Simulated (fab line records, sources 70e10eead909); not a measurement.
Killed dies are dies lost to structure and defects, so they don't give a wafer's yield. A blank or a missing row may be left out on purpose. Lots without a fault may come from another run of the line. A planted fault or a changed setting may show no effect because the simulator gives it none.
Chamber matching | flow nand_harc | NHARC_P_M2_DEP_33 on pecvd-01: 3 sister chambers
The step deposits SiCN, target thk 30 nm. 14 wafers are shown with their chamber, then 7 later ones without.

WAFERS WITH THEIR CHAMBER
wafer  | chamber | heater_power_w (W)
L074.1 | 1       | 663
L074.4 | 0       | 559
L074.5 | 2       | 485
L076.3 | 2       | 459
L076.4 | 2       | 466
L076.5 | 0       | 536
L079.2 | 2       | 474
L079.4 | 0       | 591
L079.6 | 1       | 661
L083.1 | 2       | 506
L083.3 | 1       | 551
L083.5 | 2       | 497
L084.1 | 0       | 602
L084.2 | 2       | 512

SIGNATURES (means of the wafers above)
reading        | chamber 0 | chamber 1 | chamber 2 | scatter within a chamber
heater_power_w | 572.00    | 625.00    | 485.57    | 34.9
Rule: a wafer's distance from a chamber is the root of the sum, over the readings, of the square of ((its reading less the chamber's mean) divided by the reading's scatter). The wafer belongs to the nearest chamber; if the next one is less than 2 further off, it can't be placed. The scatter: the root of (the sum of the squares of (reading less its chamber's mean) over the shown wafers, divided by (wafers less chambers)).

WAFERS WITHOUT THEIR CHAMBER
wafer  | heater_power_w (W)
L084.4 | 601
L089.1 | 540
L089.5 | 545
L089.6 | 588
L090.1 | 616
L090.2 | 497
L090.3 | 586

WHICH CHAMBER EACH WENT THROUGH
wafer  | from the rows above          | in truth
L084.4 | can't be placed: 1 or 0      | 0
L089.1 | can't be placed: 0 or 2 or 1 | 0
L089.5 | can't be placed: 0 or 2 or 1 | 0
L089.6 | can't be placed: 0 or 1      | 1
L090.1 | can't be placed: 1 or 0      | 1
L090.2 | can't be placed: 2 or 0      | 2
L090.3 | can't be placed: 0 or 1      | 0
Placed correctly: 0 of 7. Can't be placed from these rows: 7 (the true chamber is among the candidates in 7). Placed wrongly: 0.
